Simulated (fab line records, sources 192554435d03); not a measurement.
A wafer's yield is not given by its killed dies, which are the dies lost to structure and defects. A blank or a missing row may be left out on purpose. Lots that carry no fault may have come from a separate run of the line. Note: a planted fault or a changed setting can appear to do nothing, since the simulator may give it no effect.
Chamber matching | flow n5Finfet | N5_BEOL_M4_ALD_98 on aldSin-02: 4 sister chambers
The step deposits SiO2, target thk 2.5 nm, pulse time 1 s, co reactant pulse time 1 s. 7 wafers are shown with their chamber, then 8 later ones without.

== WAFERS, EACH WITH ITS CHAMBER ==
wafer  | chamber | heaterPowerW (W) | precursorPulseHeightRel
L082.2 | 0       | 74               | 1.016
L082.6 | 2       | 79               | 0.977
L084.6 | 3       | 86               | 1.007
L085.1 | 0       | 74               | 0.994
L085.4 | 1       | 75               | 1.022
L085.6 | 3       | 87               | 0.987
L088.1 | 1       | 76               | 0.997

== WAFERS WHOSE CHAMBER IS MISSING ==
wafer  | heaterPowerW (W) | precursorPulseHeightRel
L088.3 | 86               | 0.989
L088.5 | 85               | 0.981
L090.1 | 75               | 1.013
L090.2 | 78               | 0.991
L090.6 | 85               | 1.000
L092.2 | 78               | 1.005
L092.4 | 76               | 1.010
L092.6 | 78               | 0.996

== WHICH CHAMBER EACH ONE RAN IN ==
wafer  | from the rows above     | in truth
L088.3 | 3                       | 3
L088.5 | 3                       | 3
L090.1 | can't be placed: 1 or 0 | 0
L090.2 | 2                       | 2
L090.6 | 3                       | 3
L092.2 | can't be placed: 2 or 1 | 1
L092.4 | 1                       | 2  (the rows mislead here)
L092.6 | 2                       | 2
Correct placement for 5 of the 8. Unplaceable from these rows: 2, with the true chamber sitting among the candidates in 2. Placed wrongly: 1.
How it was worked out, from the rows above alone: a wafer's distance from a chamber is the root of the sum, over the readings, of the square of ((its reading less the chamber's mean) divided by the reading's scatter). If the next closest chamber is less than 2 further off than the closest, the wafer can't be placed; otherwise it belongs to the closest. For every chamber, the mean is computed from those of its wafers that are shown. The scatter: take each reading less its chamber's mean, square it, sum over the shown wafers, divide by the number of wafers less the number of chambers, and take the root.
